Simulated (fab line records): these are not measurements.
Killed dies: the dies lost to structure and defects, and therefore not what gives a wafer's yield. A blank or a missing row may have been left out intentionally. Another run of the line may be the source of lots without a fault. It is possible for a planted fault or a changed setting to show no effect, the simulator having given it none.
Which of the tools did it? -- flow n5_finfet -- 12 lots, 36 wafers sampled, at 2 steps of a route of 1938

## WHAT THE GAUGES READ, wafer by wafer
N5_WELL_APT_CD_MEAS_08: target cd 200 nm.
lot,measured,on,cd_nm (nm)
L075,day 1 19:41,cd_sem-01,200.3 201.5 204.4
L077,day 2 07:41,cd_sem-03,196.9 199.8 202.7
L079,day 2 19:51,cd_sem-01,199.6 197.2 197.2
L081,day 3 07:56,cd_sem-02,199.7 201.4 195.1
L083,day 3 19:34,cd_sem-02,202.3 199.7 200.7
L085,day 4 07:41,cd_sem-01,198.5 198.5 200.2
L087,day 4 19:43,cd_sem-03,198.2 196.8 199.4
L089,day 5 07:37,cd_sem-03,199.2 201.4 201.1
L091,day 5 19:52,cd_sem-03,201.1 200.3 201.4
L093,day 6 08:13,cd_sem-03,202.0 200.5 200.8
L095,day 6 19:49,cd_sem-03,197.1 199.2 198.6
L097,day 7 07:34,cd_sem-03,200.8 200.5 203.8

## EACH LOT AND THE TOOL THAT RAN IT (in order: tool; ch and the chambers of the sampled wafers; start)
lot,N5_ZERO_LAYER_ETCH_18
L075,"rie_si-04 ch 0,1, day 1 18:47"
L077,"rie_si-03 ch 0,2,3, day 2 06:47"
L079,"rie_si-02 ch 1,2,3, day 2 18:57"
L081,"rie_si-02 ch 0,1,3, day 3 07:03"
L083,"rie_si-03 ch 0,1, day 3 18:47"
L085,"rie_si-03 ch 0,3, day 4 06:55"
L087,"rie_si-02 ch 2,3, day 4 18:48"
L089,"rie_si-04 ch 0,2,3, day 5 06:47"
L091,"rie_si-03 ch 1,2, day 5 18:59"
L093,"rie_si-04 ch 1,2,3, day 6 07:26"
L095,"rie_si-04 ch 0,1,3, day 6 18:55"
L097,"rie_si-03 ch 0,1,2, day 7 06:47"
- N5_ZERO_LAYER_ETCH_18: etches Si in HBr/Cl2, target depth 120 nm, time 40 s.

## THE ANSWER, worked out from the rows above alone
Rule: what is usual is taken from the lots themselves. Put in order of their means at a reading, lots are off if they are a third of the lots or fewer, leave a main group of 4 or more, and stand apart from it by a gap of 3 or more times the standard deviation of the main group's means; of several such gaps the widest counts. A main group whose means are all the same, to the digits that the tables above print for the reading, isn't used. A lot without any number at a reading at which 4 lots or more have one is off too. The other lots that the step has rows for count as sound.
None of the lots is off at any reading shown; this tells nothing.

## WHAT THE SIMULATOR PUT IN
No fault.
